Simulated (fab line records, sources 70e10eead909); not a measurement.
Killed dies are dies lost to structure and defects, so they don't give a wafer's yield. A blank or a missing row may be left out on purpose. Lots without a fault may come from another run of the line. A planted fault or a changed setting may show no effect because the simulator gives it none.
Chamber matching | flow nand_harc | NHARC_A_STAIRCASE_DESCUM_270 on rie_diel-09: 4 sister chambers
The step chemistry O2, time 3 s. 4 wafers are shown with their chamber, then 9 later ones without.

WAFERS WITH THEIR CHAMBER
wafer  | chamber | drypump_motor_current_A (A)
L077.5 | 3       | 5.0
L088.1 | 2       | 6.0
L087.5 | 0       | 6.3
L087.6 | 1       | 5.3

WAFERS WITHOUT THEIR CHAMBER
wafer  | drypump_motor_current_A (A)
L089.1 | 5.2
L089.3 | 5.0
L089.5 | 6.0
L094.1 | 5.2
L094.3 | 6.3
L094.4 | 5.2
L095.1 | 5.3
L095.2 | 4.9
L095.3 | 6.0

WHICH CHAMBER EACH WENT THROUGH
wafer  | from the rows above     | in truth
L089.1 | can't be placed: 1 or 3 | 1
L089.3 | 3                       | 3
L089.5 | 2                       | 2
L094.1 | can't be placed: 1 or 3 | 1
L094.3 | 0                       | 0
L094.4 | can't be placed: 1 or 3 | 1
L095.1 | 1                       | 1
L095.2 | 3                       | 3
L095.3 | 2                       | 2
Placed correctly: 6 of 9. Can't be placed from these rows: 3 (the true chamber is among the candidates in 3). Placed wrongly: 0.
How it was worked out, from the rows above alone: a wafer's distance from a chamber is the root of the sum, over the readings, of the square of ((its reading less the chamber's mean) divided by the reading's scatter). The wafer belongs to the nearest chamber; if the next one is less than 2 further off, it can't be placed. A chamber's mean is the mean of its shown wafers. The scatter: with one shown wafer a chamber, the root of the mean of the squares of how far each hidden wafer lies from its nearest shown one.
